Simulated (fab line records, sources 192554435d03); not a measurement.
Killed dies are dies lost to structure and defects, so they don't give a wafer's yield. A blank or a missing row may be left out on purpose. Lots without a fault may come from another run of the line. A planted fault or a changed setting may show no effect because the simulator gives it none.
Which tool did it? | flow n5_finfet | 9 lots, 26 wafers sampled, at 4 steps of a route of 1938

WHAT THE GAUGES READ, wafer by wafer
N5_SD_EPI_P_INSPECT_26: inspects for defects (darkfield).
lot  | measured    | on                | raw_defect_count
L680 | day 3 14:33 | defect_inspect-02 | 136 236 131
L683 | day 4 10:19 | defect_inspect-01 | 191 212 197
L684 | day 4 14:32 | defect_inspect-02 | 152 135 152
L686 | day 5 09:05 | defect_inspect-01 | 169 158 180
L691 | day 6 14:56 | defect_inspect-02 | 1501 1599 1534
L692 | day 6 17:56 | defect_inspect-01 | 1509 1649 1623
L695 | day 7 10:14 | defect_inspect-01 | 194 154
L700 | day 8 20:02 | defect_inspect-01 | 158 184 222
L702 | day 9 05:58 | defect_inspect-01 | 286 203 175

WHICH TOOL RAN EACH LOT (tool, then ch and the chambers of the sampled wafers, then the start)
lot  | N5_SD_EPI_P_ETCH_47               | N5_SD_EPI_P_ETCH_16               | N5_SD_EPI_P_SD_RECESS_17
L680 | rie_diel-03 ch 0,2,3, day 3 11:21 | rie_diel-03 ch 0,2,3, day 3 11:27 | rie_si-06 ch 0,1, day 3 11:31
L683 | rie_diel-06 ch 0,1,2, day 4 07:07 | rie_diel-06 ch 0,1,2, day 4 07:13 | rie_si-05 ch 1,2, day 4 07:17
L684 | rie_diel-03 ch 0,2,3, day 4 11:20 | rie_diel-03 ch 0,2,3, day 4 11:26 | rie_si-06 ch 0,1,2, day 4 11:30
L686 | rie_diel-06 ch 0,3, day 5 05:53   | rie_diel-06 ch 0,3, day 5 05:59   | rie_si-06 ch 1,3, day 5 06:03
L691 | rie_diel-03 ch 2,3, day 6 10:53   | rie_diel-03 ch 2,3, day 6 10:59   | rie_si-06 ch 1,2, day 6 11:04
L692 | rie_diel-03 ch 1,3, day 6 14:44   | rie_diel-03 ch 1,3, day 6 14:50   | rie_si-06 ch 0,1,2, day 6 14:54
L695 | rie_diel-06 ch 1,3, day 7 07:01   | rie_diel-06 ch 1,3, day 7 07:07   | rie_si-04 ch 2,3, day 7 07:11
L700 | rie_diel-06 ch 0,2, day 8 16:50   | rie_diel-06 ch 0,2, day 8 16:56   | rie_si-04 ch 0,3, day 8 17:01
L702 | rie_diel-02 ch 1,3, day 9 02:46   | rie_diel-02 ch 1,3, day 9 02:52   | rie_si-06 ch 0,1,3, day 9 02:56
- N5_SD_EPI_P_ETCH_47: etches SiOCN in CH3F/O2, target depth 25 nm.
- N5_SD_EPI_P_ETCH_16: etches SiO2 in CHF3/O2, target depth 5 nm.
- N5_SD_EPI_P_SD_RECESS_17: chemistry HBr/Cl2/O2, target depth 39.1 nm, bt time 3 s.

THE ANSWER, worked out from the rows above alone
Rule: what is usual is taken from the lots themselves. Put in order of their means at a reading, lots are off if they are a third of the lots or fewer, leave a main group of 4 or more, and stand apart from it by a gap of 3 or more times the standard deviation of the main group's means; of several such gaps the widest counts. A main group whose means are all the same, to the digits that the tables above print for the reading, isn't used. A lot without any number at a reading at which 4 lots or more have one is off too. The other lots that the step has rows for count as sound.
Off: L691, L692, at N5_SD_EPI_P_INSPECT_26 (raw_defect_count). The main group: mean 181, standard deviation 23.
A tool fits if, at a process step before that reading, it ran every lot that is off, and no sound lot after the first of them. The gauges at N5_SD_EPI_P_INSPECT_26 are tried like those tools. One fits: rie_diel-03 at N5_SD_EPI_P_ETCH_47 and N5_SD_EPI_P_ETCH_16. At N5_SD_EPI_P_ETCH_47 its last sound lot is L684 (day 4 11:20), its first lot that is off L691 (day 6 10:53): a fault that began between those two fits.

WHAT THE SIMULATOR HAD PUT IN
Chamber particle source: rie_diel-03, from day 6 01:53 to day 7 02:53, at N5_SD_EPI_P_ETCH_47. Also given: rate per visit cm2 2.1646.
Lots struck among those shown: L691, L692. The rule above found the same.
